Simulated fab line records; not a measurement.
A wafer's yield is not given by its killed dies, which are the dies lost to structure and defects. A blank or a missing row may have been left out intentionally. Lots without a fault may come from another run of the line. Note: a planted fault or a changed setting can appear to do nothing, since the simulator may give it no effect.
Which tool is to blame? / flow nand-harc / 72 wafers from 24 lots sampled at 6 of the route's 1302 steps

## WHAT EACH GAUGE READ, for each wafer
NHARC_A_CONTACT_OVL_MEAS_09. Usual: overlay-x-nm -0.1 nm, standard deviation 0.91; overlay-y-nm -0.2 nm, standard deviation 0.85.
lot=L074; measured=day 22 15:49; on=overlay-01; overlay-x-nm (nm)=0.2 0.3 -0.2; overlay-y-nm (nm)=1.0 0.3 0.6; flag=
lot=L075; measured=day 22 21:10; on=overlay-01; overlay-x-nm (nm)=1.7 1.4 1.2; overlay-y-nm (nm)=0.9 0.7 1.1; flag=
lot=L076; measured=day 23 03:28; on=overlay-01; overlay-x-nm (nm)=-0.3 -0.5 -0.3; overlay-y-nm (nm)=0.1 0.0 0.1; flag=
lot=L078; measured=day 23 14:47; on=overlay-02; overlay-x-nm (nm)=-0.8 -0.3 -0.5; overlay-y-nm (nm)=-0.8 -0.8 -0.5; flag=
lot=L077; measured=day 23 17:23; on=overlay-01; overlay-x-nm (nm)=-1.3 -1.3 -1.7; overlay-y-nm (nm)=0.0 0.4 0.1; flag=
lot=L080; measured=day 24 18:50; on=overlay-02; overlay-x-nm (nm)=-0.6 -0.6 -0.7; overlay-y-nm (nm)=-1.0 -1.3 -1.1; flag=
lot=L079; measured=day 24 23:09; on=overlay-02; overlay-x-nm (nm)=0.6 0.0 -0.4; overlay-y-nm (nm)=-1.2 -1.6 -1.4; flag=
lot=L081; measured=day 25 09:36; on=overlay-01; overlay-x-nm (nm)=0.4 -0.2 1.0; overlay-y-nm (nm)=-0.1 -0.5 -0.2; flag=
lot=L082; measured=day 25 17:56; on=overlay-01; overlay-x-nm (nm)=-0.8 0.0 0.3; overlay-y-nm (nm)=-0.3 -0.9 -1.0; flag=
lot=L083; measured=day 25 19:40; on=overlay-01; overlay-x-nm (nm)=-0.3 0.2 -0.3; overlay-y-nm (nm)=-1.3 -1.0 -1.0; flag=
lot=L084; measured=day 26 08:12; on=overlay-01; overlay-x-nm (nm)=-0.7 -0.3 -1.0; overlay-y-nm (nm)=-0.9 -0.8 -0.4; flag=
lot=L085; measured=day 26 17:37; on=overlay-02; overlay-x-nm (nm)=0.8 1.0 1.2; overlay-y-nm (nm)=-0.3 -0.4 -0.3; flag=
lot=L086; measured=day 27 04:33; on=overlay-01; overlay-x-nm (nm)=-0.6 -0.8 -0.6; overlay-y-nm (nm)=-0.8 -0.9 -0.5; flag=
lot=L087; measured=day 27 05:29; on=overlay-02; overlay-x-nm (nm)=-0.7 -1.6 -1.0; overlay-y-nm (nm)=0.2 0.1 0.5; flag=
lot=L088; measured=day 27 23:30; on=overlay-01; overlay-x-nm (nm)=1.8 1.3 1.3; overlay-y-nm (nm)=1.8 1.5 2.0; flag=
lot=L089; measured=day 28 02:55; on=overlay-01; overlay-x-nm (nm)=0.6 0.1 0.6; overlay-y-nm (nm)=-0.9 -0.6 -0.9; flag=
lot=L090; measured=day 28 21:08; on=overlay-02; overlay-x-nm (nm)=-0.5 -0.5 -1.1; overlay-y-nm (nm)=0.1 1.0 0.6; flag=
lot=L091; measured=day 29 02:30; on=overlay-01; overlay-x-nm (nm)=-2.3 -2.4 -2.2; overlay-y-nm (nm)=-0.7 -1.1 -1.2; flag=
lot=L092; measured=day 30 04:04; on=overlay-02; overlay-x-nm (nm)=0.1 -0.3 -0.9; overlay-y-nm (nm)=0.0 -0.2 -0.4; flag=
lot=L093; measured=day 30 05:04; on=overlay-02; overlay-x-nm (nm)=0.6 0.7 0.3; overlay-y-nm (nm)=1.1 0.3 0.5; flag=
lot=L094; measured=day 30 22:17; on=overlay-02; overlay-x-nm (nm)=0.4 -0.1 0.4; overlay-y-nm (nm)=0.3 0.3 0.5; flag=
lot=L095; measured=day 31 01:19; on=overlay-02; overlay-x-nm (nm)=0.3 0.4 0.6; overlay-y-nm (nm)=-1.5 -0.9 -0.2; flag=
lot=L096; measured=day 31 09:06; on=overlay-01; overlay-x-nm (nm)=1.3 0.8 1.2; overlay-y-nm (nm)=-1.0 -0.8 -1.0; flag=
lot=L097; measured=day 31 16:49; on=overlay-02; overlay-x-nm (nm)=-0.4 0.0 -0.5; overlay-y-nm (nm)=0.3 0.5 0.6; flag=

NHARC_A_M1_CD_MEAS_09: target cd 120 nm. Usual: cd-nm reads 120.6 nm (standard deviation 0.59).
lot=L074; measured=day 23 06:05; on=cd-sem-02; cd-nm (nm)=120.5 120.5 119.7; flag=
lot=L075; measured=day 23 11:34; on=cd-sem-01; cd-nm (nm)=119.8 120.2 121.0; flag=
lot=L076; measured=day 23 17:49; on=cd-sem-02; cd-nm (nm)=121.0 120.2 121.3; flag=
lot=L078; measured=day 24 05:28; on=cd-sem-03; cd-nm (nm)=120.3 119.3 120.4; flag=
lot=L077; measured=day 24 07:43; on=cd-sem-03; cd-nm (nm)=120.3 120.6 119.9; flag=
lot=L080; measured=day 25 10:11; on=cd-sem-02; cd-nm (nm)=120.9 121.3 120.9; flag=
lot=L079; measured=day 25 13:37; on=cd-sem-01; cd-nm (nm)=120.2 120.5 120.2; flag=
lot=L081; measured=day 26 00:12; on=cd-sem-02; cd-nm (nm)=120.9 120.3 119.8; flag=
lot=L082; measured=day 26 08:14; on=cd-sem-03; cd-nm (nm)=120.9 119.7 120.7; flag=
lot=L083; measured=day 26 10:09; on=cd-sem-03; cd-nm (nm)=121.1 120.8 120.6; flag=
lot=L084; measured=day 26 22:35; on=cd-sem-01; cd-nm (nm)=120.7 120.0 120.4; flag=
lot=L085; measured=day 27 07:38; on=cd-sem-02; cd-nm (nm)=121.2 120.8 120.4; flag=
lot=L086; measured=day 27 18:49; on=cd-sem-03; cd-nm (nm)=119.5 120.1 119.7; flag=
lot=L087; measured=day 27 20:50; on=cd-sem-01; cd-nm (nm)=120.6 120.9 120.5; flag=
lot=L088; measured=day 28 14:07; on=cd-sem-03; cd-nm (nm)=120.2 120.3 120.3; flag=
lot=L089; measured=day 28 18:01; on=cd-sem-03; cd-nm (nm)=120.8 120.8 120.1; flag=
lot=L090; measured=day 29 11:27; on=cd-sem-02; cd-nm (nm)=120.8 119.5 119.4; flag=
lot=L091; measured=day 29 16:58; on=cd-sem-02; cd-nm (nm)=120.6 119.7 121.0; flag=
lot=L092; measured=day 30 19:03; on=cd-sem-02; cd-nm (nm)=121.5 121.2 121.2; flag=
lot=L093; measured=day 30 20:00; on=cd-sem-01; cd-nm (nm)=121.1 120.9 121.0; flag=
lot=L094; measured=day 31 13:22; on=cd-sem-02; cd-nm (nm)=120.0 120.7 120.1; flag=
lot=L095; measured=day 31 16:03; on=cd-sem-03; cd-nm (nm)=121.0 121.2 121.1; flag=
lot=L096; measured=day 31 23:54; on=cd-sem-02; cd-nm (nm)=121.0 119.5 120.0; flag=
lot=L097; measured=day 32 06:59; on=cd-sem-01; cd-nm (nm)=121.2 121.0 121.2; flag=

## TOOL THAT RAN EACH LOT (tool first, then ch and the chambers of the sampled wafers, then the start)
lot=L074; NHARC_A_BLC_ETCH_17=rie-diel-11 ch 0,2,3, day 23 06:05 or earlier; NHARC_A_BLC_ETCH_18=rie-diel-11 ch 0,1,2, day 23 06:05 or earlier; NHARC_A_BLC_PVD_32=pvd-sputter-01, day 23 06:05 or earlier; NHARC_A_M0_PVD_20=pvd-sputter-02, day 23 06:05 or earlier
lot=L075; NHARC_A_BLC_ETCH_17=rie-diel-11 ch 1,3, day 23 11:34 or earlier; NHARC_A_BLC_ETCH_18=rie-diel-11 ch 0,1, day 23 11:34 or earlier; NHARC_A_BLC_PVD_32=pvd-sputter-01, day 23 11:34 or earlier; NHARC_A_M0_PVD_20=pvd-sputter-02, day 23 11:34 or earlier
lot=L076; NHARC_A_BLC_ETCH_17=rie-diel-11 ch 0,1,2, day 23 17:49 or earlier; NHARC_A_BLC_ETCH_18=rie-diel-11 ch 1,3, day 23 17:49 or earlier; NHARC_A_BLC_PVD_32=pvd-sputter-03, day 23 17:49 or earlier; NHARC_A_M0_PVD_20=pvd-sputter-02, day 23 17:49 or earlier
lot=L078; NHARC_A_BLC_ETCH_17=rie-diel-04 ch 2,3, day 24 05:28 or earlier; NHARC_A_BLC_ETCH_18=rie-diel-04 ch 0,1, day 24 05:28 or earlier; NHARC_A_BLC_PVD_32=pvd-sputter-03, day 24 05:28 or earlier; NHARC_A_M0_PVD_20=pvd-sputter-01, day 24 05:28 or earlier
lot=L077; NHARC_A_BLC_ETCH_17=rie-diel-04 ch 0,2,3, day 24 07:43 or earlier; NHARC_A_BLC_ETCH_18=rie-diel-04 ch 0,1,2, day 24 07:43 or earlier; NHARC_A_BLC_PVD_32=pvd-sputter-02, day 24 07:43 or earlier; NHARC_A_M0_PVD_20=pvd-sputter-03, day 24 07:43 or earlier
lot=L080; NHARC_A_BLC_ETCH_17=rie-diel-04 ch 0,2,3, day 25 10:11 or earlier; NHARC_A_BLC_ETCH_18=rie-diel-04 ch 0,2,3, day 25 10:11 or earlier; NHARC_A_BLC_PVD_32=pvd-sputter-01, day 25 10:11 or earlier; NHARC_A_M0_PVD_20=pvd-sputter-03, day 25 10:11 or earlier
lot=L079; NHARC_A_BLC_ETCH_17=rie-diel-04 ch 1,2,3, day 25 13:37 or earlier; NHARC_A_BLC_ETCH_18=rie-diel-04 ch 1,2,3, day 25 13:37 or earlier; NHARC_A_BLC_PVD_32=pvd-sputter-02, day 25 13:37 or earlier; NHARC_A_M0_PVD_20=pvd-sputter-03, day 25 13:37 or earlier
lot=L081; NHARC_A_BLC_ETCH_17=rie-diel-04 ch 0,1,3, day 26 00:12 or earlier; NHARC_A_BLC_ETCH_18=rie-diel-04 ch 1,3, day 26 00:12 or earlier; NHARC_A_BLC_PVD_32=pvd-sputter-01, day 26 00:12 or earlier; NHARC_A_M0_PVD_20=pvd-sputter-03, day 26 00:12 or earlier
lot=L082; NHARC_A_BLC_ETCH_17=rie-diel-04 ch 1,2, day 26 08:14 or earlier; NHARC_A_BLC_ETCH_18=rie-diel-04 ch 0,1,2, day 26 08:14 or earlier; NHARC_A_BLC_PVD_32=pvd-sputter-03, day 26 08:14 or earlier; NHARC_A_M0_PVD_20=pvd-sputter-03, day 26 08:14 or earlier
lot=L083; NHARC_A_BLC_ETCH_17=rie-diel-04 ch 0,1,2, day 26 10:09 or earlier; NHARC_A_BLC_ETCH_18=rie-diel-04 ch 1,2, day 26 10:09 or earlier; NHARC_A_BLC_PVD_32=pvd-sputter-02, day 26 10:09 or earlier; NHARC_A_M0_PVD_20=pvd-sputter-02, day 26 10:09 or earlier
lot=L084; NHARC_A_BLC_ETCH_17=rie-diel-04 ch 2,3, day 26 22:35 or earlier; NHARC_A_BLC_ETCH_18=rie-diel-04 ch 2,3, day 26 22:35 or earlier; NHARC_A_BLC_PVD_32=pvd-sputter-03, day 26 22:35 or earlier; NHARC_A_M0_PVD_20=pvd-sputter-01, day 26 22:35 or earlier
lot=L085; NHARC_A_BLC_ETCH_17=rie-diel-11 ch 0,2,3, day 27 07:38 or earlier; NHARC_A_BLC_ETCH_18=rie-diel-11 ch 0,1,3, day 27 07:38 or earlier; NHARC_A_BLC_PVD_32=pvd-sputter-01, day 27 07:38 or earlier; NHARC_A_M0_PVD_20=pvd-sputter-03, day 27 07:38 or earlier
lot=L086; NHARC_A_BLC_ETCH_17=rie-diel-04 ch 1,2, day 27 18:49 or earlier; NHARC_A_BLC_ETCH_18=rie-diel-04 ch 0,1,2, day 27 18:49 or earlier; NHARC_A_BLC_PVD_32=pvd-sputter-02, day 27 18:49 or earlier; NHARC_A_M0_PVD_20=pvd-sputter-02, day 27 18:49 or earlier
lot=L087; NHARC_A_BLC_ETCH_17=rie-diel-11 ch 0,3, day 27 20:50 or earlier; NHARC_A_BLC_ETCH_18=rie-diel-11 ch 1,2, day 27 20:50 or earlier; NHARC_A_BLC_PVD_32=pvd-sputter-02, day 27 20:50 or earlier; NHARC_A_M0_PVD_20=pvd-sputter-01, day 27 20:50 or earlier
lot=L088; NHARC_A_BLC_ETCH_17=rie-diel-11 ch 1,3, day 28 14:07 or earlier; NHARC_A_BLC_ETCH_18=rie-diel-11 ch 1,2, day 28 14:07 or earlier; NHARC_A_BLC_PVD_32=pvd-sputter-03, day 28 14:07 or earlier; NHARC_A_M0_PVD_20=pvd-sputter-03, day 28 14:07 or earlier
lot=L089; NHARC_A_BLC_ETCH_17=rie-diel-11 ch 1,2, day 28 18:01 or earlier; NHARC_A_BLC_ETCH_18=rie-diel-11 ch 0,1,3, day 28 18:01 or earlier; NHARC_A_BLC_PVD_32=pvd-sputter-03, day 28 18:01 or earlier; NHARC_A_M0_PVD_20=pvd-sputter-01, day 28 18:01 or earlier
lot=L090; NHARC_A_BLC_ETCH_17=rie-diel-11 ch 1,2,3, day 29 11:27 or earlier; NHARC_A_BLC_ETCH_18=rie-diel-11 ch 0,2, day 29 11:27 or earlier; NHARC_A_BLC_PVD_32=pvd-sputter-02, day 29 11:27 or earlier; NHARC_A_M0_PVD_20=pvd-sputter-02, day 29 11:27 or earlier
lot=L091; NHARC_A_BLC_ETCH_17=rie-diel-11 ch 2,3, day 29 16:58 or earlier; NHARC_A_BLC_ETCH_18=rie-diel-11 ch 0,2,3, day 29 16:58 or earlier; NHARC_A_BLC_PVD_32=pvd-sputter-01, day 29 16:58 or earlier; NHARC_A_M0_PVD_20=pvd-sputter-01, day 29 16:58 or earlier
lot=L092; NHARC_A_BLC_ETCH_17=rie-diel-04 ch 0,2,3, day 30 19:03 or earlier; NHARC_A_BLC_ETCH_18=rie-diel-04 ch 1,2,3, day 30 19:03 or earlier; NHARC_A_BLC_PVD_32=pvd-sputter-01, day 30 19:03 or earlier; NHARC_A_M0_PVD_20=pvd-sputter-02, day 30 19:03 or earlier
lot=L093; NHARC_A_BLC_ETCH_17=rie-diel-02 ch 0,1,2, day 30 20:00 or earlier; NHARC_A_BLC_ETCH_18=rie-diel-02 ch 1,2, day 30 20:00 or earlier; NHARC_A_BLC_PVD_32=pvd-sputter-01, day 30 20:00 or earlier; NHARC_A_M0_PVD_20=pvd-sputter-02, day 30 20:00 or earlier
lot=L094; NHARC_A_BLC_ETCH_17=rie-diel-04 ch 0,1, day 31 13:22 or earlier; NHARC_A_BLC_ETCH_18=rie-diel-04 ch 0,1,2, day 31 13:22 or earlier; NHARC_A_BLC_PVD_32=pvd-sputter-01, day 31 13:22 or earlier; NHARC_A_M0_PVD_20=pvd-sputter-01, day 31 13:22 or earlier
lot=L095; NHARC_A_BLC_ETCH_17=rie-diel-02 ch 1,2,3, day 31 16:03 or earlier; NHARC_A_BLC_ETCH_18=rie-diel-02 ch 0,1,3, day 31 16:03 or earlier; NHARC_A_BLC_PVD_32=pvd-sputter-03, day 31 16:03 or earlier; NHARC_A_M0_PVD_20=pvd-sputter-03, day 31 16:03 or earlier
lot=L096; NHARC_A_BLC_ETCH_17=rie-diel-11 ch 1,2, day 31 23:54 or earlier; NHARC_A_BLC_ETCH_18=rie-diel-11 ch 0,1,3, day 31 23:54 or earlier; NHARC_A_BLC_PVD_32=pvd-sputter-01, day 31 23:54 or earlier; NHARC_A_M0_PVD_20=pvd-sputter-01, day 31 23:54 or earlier
lot=L097; NHARC_A_BLC_ETCH_17=rie-diel-11 ch 0,2,3, day 32 06:59 or earlier; NHARC_A_BLC_ETCH_18=rie-diel-11 ch 1,2,3, day 32 06:59 or earlier; NHARC_A_BLC_PVD_32=pvd-sputter-03, day 32 06:59 or earlier; NHARC_A_M0_PVD_20=pvd-sputter-03, day 32 06:59 or earlier
- NHARC_A_BLC_ETCH_17: etches the open film in N2/H2, target depth 390 nm, time 609.38 s.
- NHARC_A_BLC_ETCH_18: etches the open film in C4F8/O2/Ar, target depth 910 nm.
- NHARC_A_BLC_PVD_32: deposits Ti, target thk 5 nm, time 17.7 s.
- NHARC_A_M0_PVD_20: deposits TaN, target thk 5 nm, time 8.06 s.

## AS READ BY THE TOOLS THEMSELVES (means over the sampled wafers that have a number; for cases with no such wafer, the mark the record gives instead)
NHARC_A_BLC_ETCH_17. Usual: drypump-motor-current-A 5.9 A, standard deviation 0.46; oes-product-au 0.996 a.u., standard deviation 0.012; rf-vpp-V 430 V, standard deviation 3.1; showerhead-plenum-p-Torr 2.02 Torr, standard deviation 0.11; throttle-valve-pct 14.171 %, standard deviation 0.0082.
lot=L074; tool=rie-diel-11; drypump-motor-current-A (A)=6.2; oes-product-au (a.u.)=0.986; rf-vpp-V (V)=431; showerhead-plenum-p-Torr (Torr)=2.07; throttle-valve-pct (%)=14.173; flag=
lot=L075; tool=rie-diel-11; drypump-motor-current-A (A)=5.7; oes-product-au (a.u.)=0.980; rf-vpp-V (V)=431; showerhead-plenum-p-Torr (Torr)=2.09; throttle-valve-pct (%)=14.174; flag=
lot=L076; tool=rie-diel-11; drypump-motor-current-A (A)=6.3; oes-product-au (a.u.)=0.992; rf-vpp-V (V)=428; showerhead-plenum-p-Torr (Torr)=1.97; throttle-valve-pct (%)=14.176; flag=
lot=L078; tool=rie-diel-04; drypump-motor-current-A (A)=6.0; oes-product-au (a.u.)=1.001; rf-vpp-V (V)=427; showerhead-plenum-p-Torr (Torr)=1.93; throttle-valve-pct (%)=14.164; flag=
lot=L077; tool=rie-diel-04; drypump-motor-current-A (A)=5.7; oes-product-au (a.u.)=0.998; rf-vpp-V (V)=428; showerhead-plenum-p-Torr (Torr)=1.94; throttle-valve-pct (%)=14.168; flag=
lot=L080; tool=rie-diel-04; drypump-motor-current-A (A)=5.6; oes-product-au (a.u.)=0.999; rf-vpp-V (V)=428; showerhead-plenum-p-Torr (Torr)=1.94; throttle-valve-pct (%)=14.176; flag=
lot=L079; tool=rie-diel-04; drypump-motor-current-A (A)=5.9; oes-product-au (a.u.)=1.004; rf-vpp-V (V)=430; showerhead-plenum-p-Torr (Torr)=2.01; throttle-valve-pct (%)=14.170; flag=
lot=L081; tool=rie-diel-04; drypump-motor-current-A (A)=5.6; oes-product-au (a.u.)=1.012; rf-vpp-V (V)=431; showerhead-plenum-p-Torr (Torr)=2.03; throttle-valve-pct (%)=14.167; flag=
lot=L082; tool=rie-diel-04; drypump-motor-current-A (A)=5.8; oes-product-au (a.u.)=1.009; rf-vpp-V (V)=433; showerhead-plenum-p-Torr (Torr)=2.10; throttle-valve-pct (%)=14.175; flag=
lot=L083; tool=rie-diel-04; drypump-motor-current-A (A)=5.5; oes-product-au (a.u.)=1.001; rf-vpp-V (V)=430; showerhead-plenum-p-Torr (Torr)=2.03; throttle-valve-pct (%)=14.178; flag=
lot=L084; tool=rie-diel-04; drypump-motor-current-A (A)=6.0; oes-product-au (a.u.)=1.000; rf-vpp-V (V)=428; showerhead-plenum-p-Torr (Torr)=1.92; throttle-valve-pct (%)=14.160; flag=
lot=L085; tool=rie-diel-11; drypump-motor-current-A (A)=6.2; oes-product-au (a.u.)=0.993; rf-vpp-V (V)=432; showerhead-plenum-p-Torr (Torr)=2.07; throttle-valve-pct (%)=14.170; flag=
lot=L086; tool=rie-diel-04; drypump-motor-current-A (A)=5.8; oes-product-au (a.u.)=0.989; rf-vpp-V (V)=431; showerhead-plenum-p-Torr (Torr)=2.02; throttle-valve-pct (%)=14.168; flag=
lot=L087; tool=rie-diel-11; drypump-motor-current-A (A)=6.3; oes-product-au (a.u.)=0.985; rf-vpp-V (V)=430; showerhead-plenum-p-Torr (Torr)=2.03; throttle-valve-pct (%)=14.170; flag=
lot=L088; tool=rie-diel-11; drypump-motor-current-A (A)=5.7; oes-product-au (a.u.)=0.985; rf-vpp-V (V)=432; showerhead-plenum-p-Torr (Torr)=2.09; throttle-valve-pct (%)=14.170; flag=
lot=L089; tool=rie-diel-11; drypump-motor-current-A (A)=6.2; oes-product-au (a.u.)=0.993; rf-vpp-V (V)=430; showerhead-plenum-p-Torr (Torr)=2.01; throttle-valve-pct (%)=14.175; flag=
lot=L090; tool=rie-diel-11; drypump-motor-current-A (A)=6.0; oes-product-au (a.u.)=0.990; rf-vpp-V (V)=431; showerhead-plenum-p-Torr (Torr)=2.04; throttle-valve-pct (%)=14.162; flag=
lot=L091; tool=rie-diel-11; drypump-motor-current-A (A)=6.1; oes-product-au (a.u.)=0.993; rf-vpp-V (V)=432; showerhead-plenum-p-Torr (Torr)=2.10; throttle-valve-pct (%)=14.178; flag=
lot=L092; tool=rie-diel-04; drypump-motor-current-A (A)=5.6; oes-product-au (a.u.)=1.005; rf-vpp-V (V)=428; showerhead-plenum-p-Torr (Torr)=1.94; throttle-valve-pct (%)=14.157; flag=
lot=L093; tool=rie-diel-02; drypump-motor-current-A (A)=6.2; oes-product-au (a.u.)=1.007; rf-vpp-V (V)=428; showerhead-plenum-p-Torr (Torr)=1.95; throttle-valve-pct (%)=14.179; flag=
lot=L094; tool=rie-diel-04; drypump-motor-current-A (A)=5.4; oes-product-au (a.u.)=1.001; rf-vpp-V (V)=432; showerhead-plenum-p-Torr (Torr)=2.12; throttle-valve-pct (%)=14.170; flag=
lot=L095; tool=rie-diel-02; drypump-motor-current-A (A)=5.9; oes-product-au (a.u.)=1.001; rf-vpp-V (V)=430; showerhead-plenum-p-Torr (Torr)=2.02; throttle-valve-pct (%)=14.176; flag=
lot=L096; tool=rie-diel-11; drypump-motor-current-A (A)=6.2; oes-product-au (a.u.)=0.992; rf-vpp-V (V)=430; showerhead-plenum-p-Torr (Torr)=2.00; throttle-valve-pct (%)=14.169; flag=
lot=L097; tool=rie-diel-11; drypump-motor-current-A (A)=6.2; oes-product-au (a.u.)=0.992; rf-vpp-V (V)=431; showerhead-plenum-p-Torr (Torr)=2.06; throttle-valve-pct (%)=14.171; flag=

NHARC_A_BLC_ETCH_18. Usual: oes-product-au 0.954 a.u., standard deviation 0.022; rf-vpp-V 977 V, standard deviation 6.8.
lot=L074; tool=rie-diel-11; oes-product-au (a.u.)=0.959; rf-vpp-V (V)=974; flag=
lot=L075; tool=rie-diel-11; oes-product-au (a.u.)=0.916; rf-vpp-V (V)=972; flag=
lot=L076; tool=rie-diel-11; oes-product-au (a.u.)=0.964; rf-vpp-V (V)=981; flag=
lot=L078; tool=rie-diel-04; oes-product-au (a.u.)=0.981; rf-vpp-V (V)=982; flag=
lot=L077; tool=rie-diel-04; oes-product-au (a.u.)=0.978; rf-vpp-V (V)=978; flag=
lot=L080; tool=rie-diel-04; oes-product-au (a.u.)=0.966; rf-vpp-V (V)=973; flag=
lot=L079; tool=rie-diel-04; oes-product-au (a.u.)=0.970; rf-vpp-V (V)=976; flag=
lot=L081; tool=rie-diel-04; oes-product-au (a.u.)=0.932; rf-vpp-V (V)=982; flag=
lot=L082; tool=rie-diel-04; oes-product-au (a.u.)=0.967; rf-vpp-V (V)=977; flag=
lot=L083; tool=rie-diel-04; oes-product-au (a.u.)=0.964; rf-vpp-V (V)=983; flag=
lot=L084; tool=rie-diel-04; oes-product-au (a.u.)=0.923; rf-vpp-V (V)=971; flag=
lot=L085; tool=rie-diel-11; oes-product-au (a.u.)=0.959; rf-vpp-V (V)=976; flag=
lot=L086; tool=rie-diel-04; oes-product-au (a.u.)=0.932; rf-vpp-V (V)=978; flag=
lot=L087; tool=rie-diel-11; oes-product-au (a.u.)=0.974; rf-vpp-V (V)=972; flag=
lot=L088; tool=rie-diel-11; oes-product-au (a.u.)=0.962; rf-vpp-V (V)=973; flag=
lot=L089; tool=rie-diel-11; oes-product-au (a.u.)=0.965; rf-vpp-V (V)=976; flag=
lot=L090; tool=rie-diel-11; oes-product-au (a.u.)=0.948; rf-vpp-V (V)=975; flag=
lot=L091; tool=rie-diel-11; oes-product-au (a.u.)=0.960; rf-vpp-V (V)=979; flag=
lot=L092; tool=rie-diel-04; oes-product-au (a.u.)=0.926; rf-vpp-V (V)=977; flag=
lot=L093; tool=rie-diel-02; oes-product-au (a.u.)=0.979; rf-vpp-V (V)=974; flag=
lot=L094; tool=rie-diel-04; oes-product-au (a.u.)=0.976; rf-vpp-V (V)=977; flag=
lot=L095; tool=rie-diel-02; oes-product-au (a.u.)=0.926; rf-vpp-V (V)=978; flag=
lot=L096; tool=rie-diel-11; oes-product-au (a.u.)=0.916; rf-vpp-V (V)=976; flag=
lot=L097; tool=rie-diel-11; oes-product-au (a.u.)=0.942; rf-vpp-V (V)=978; flag=

NHARC_A_BLC_PVD_32. Usual: throttle-valve-pct reads 29.5 % (standard deviation 0.93).
lot=L074; tool=pvd-sputter-01; throttle-valve-pct (%)=29.5; flag=
lot=L075; tool=pvd-sputter-01; throttle-valve-pct (%)=29.3; flag=
lot=L076; tool=pvd-sputter-03; throttle-valve-pct (%)=29.9; flag=
lot=L078; tool=pvd-sputter-03; throttle-valve-pct (%)=29.8; flag=
lot=L077; tool=pvd-sputter-02; throttle-valve-pct (%)=29.6; flag=
lot=L080; tool=pvd-sputter-01; throttle-valve-pct (%)=29.1; flag=
lot=L079; tool=pvd-sputter-02; throttle-valve-pct (%)=29.7; flag=
lot=L081; tool=pvd-sputter-01; throttle-valve-pct (%)=28.9; flag=
lot=L082; tool=pvd-sputter-03; throttle-valve-pct (%)=30.0; flag=
lot=L083; tool=pvd-sputter-02; throttle-valve-pct (%)=29.8; flag=
lot=L084; tool=pvd-sputter-03; throttle-valve-pct (%)=30.1; flag=
lot=L085; tool=pvd-sputter-01; throttle-valve-pct (%)=29.6; flag=
lot=L086; tool=pvd-sputter-02; throttle-valve-pct (%)=30.7; flag=
lot=L087; tool=pvd-sputter-02; throttle-valve-pct (%)=30.0; flag=
lot=L088; tool=pvd-sputter-03; throttle-valve-pct (%)=29.4; flag=
lot=L089; tool=pvd-sputter-03; throttle-valve-pct (%)=30.1; flag=
lot=L090; tool=pvd-sputter-02; throttle-valve-pct (%)=29.6; flag=
lot=L091; tool=pvd-sputter-01; throttle-valve-pct (%)=28.5; flag=
lot=L092; tool=pvd-sputter-01; throttle-valve-pct (%)=28.5; flag=
lot=L093; tool=pvd-sputter-01; throttle-valve-pct (%)=29.0; flag=
lot=L094; tool=pvd-sputter-01; throttle-valve-pct (%)=28.7; flag=
lot=L095; tool=pvd-sputter-03; throttle-valve-pct (%)=29.3; flag=
lot=L096; tool=pvd-sputter-01; throttle-valve-pct (%)=29.6; flag=
lot=L097; tool=pvd-sputter-03; throttle-valve-pct (%)=30.2; flag=

NHARC_A_M0_PVD_20. Usual: throttle-valve-pct reads 29.7 % (standard deviation 0.88).
lot=L074; tool=pvd-sputter-02; throttle-valve-pct (%)=30.0; flag=
lot=L075; tool=pvd-sputter-02; throttle-valve-pct (%)=29.4; flag=
lot=L076; tool=pvd-sputter-02; throttle-valve-pct (%)=29.7; flag=
lot=L078; tool=pvd-sputter-01; throttle-valve-pct (%)=29.5; flag=
lot=L077; tool=pvd-sputter-03; throttle-valve-pct (%)=30.1; flag=
lot=L080; tool=pvd-sputter-03; throttle-valve-pct (%)=29.9; flag=
lot=L079; tool=pvd-sputter-03; throttle-valve-pct (%)=30.3; flag=
lot=L081; tool=pvd-sputter-03; throttle-valve-pct (%)=29.4; flag=
lot=L082; tool=pvd-sputter-03; throttle-valve-pct (%)=29.5; flag=
lot=L083; tool=pvd-sputter-02; throttle-valve-pct (%)=29.8; flag=
lot=L084; tool=pvd-sputter-01; throttle-valve-pct (%)=28.7; flag=
lot=L085; tool=pvd-sputter-03; throttle-valve-pct (%)=29.9; flag=
lot=L086; tool=pvd-sputter-02; throttle-valve-pct (%)=30.1; flag=
lot=L087; tool=pvd-sputter-01; throttle-valve-pct (%)=29.4; flag=
lot=L088; tool=pvd-sputter-03; throttle-valve-pct (%)=30.0; flag=
lot=L089; tool=pvd-sputter-01; throttle-valve-pct (%)=30.0; flag=
lot=L090; tool=pvd-sputter-02; throttle-valve-pct (%)=29.0; flag=
lot=L091; tool=pvd-sputter-01; throttle-valve-pct (%)=28.5; flag=
lot=L092; tool=pvd-sputter-02; throttle-valve-pct (%)=30.1; flag=
lot=L093; tool=pvd-sputter-02; throttle-valve-pct (%)=29.6; flag=
lot=L094; tool=pvd-sputter-01; throttle-valve-pct (%)=29.6; flag=
lot=L095; tool=pvd-sputter-03; throttle-valve-pct (%)=29.9; flag=
lot=L096; tool=pvd-sputter-01; throttle-valve-pct (%)=29.3; flag=
lot=L097; tool=pvd-sputter-03; throttle-valve-pct (%)=29.3; flag=

## THE ANSWER, worked out from the rows above alone
Rule: lot off if the mean of its wafers having a number is beyond 3 standard deviations from the usual mean. A lot without any number at a reading at which 4 lots or more have one is off too. The other lots that the step has rows for count as sound. Order of review: gauges by route order, followed by the tools' own readings, for which a lot's mean as printed above is used. At the first step where some lot is off, the reading lying furthest off is the one used; lots without a number count as furthest.
No lot is off on any of the readings shown, so nothing can be concluded from this.

## WHAT THE SIMULATOR HAD INSERTED
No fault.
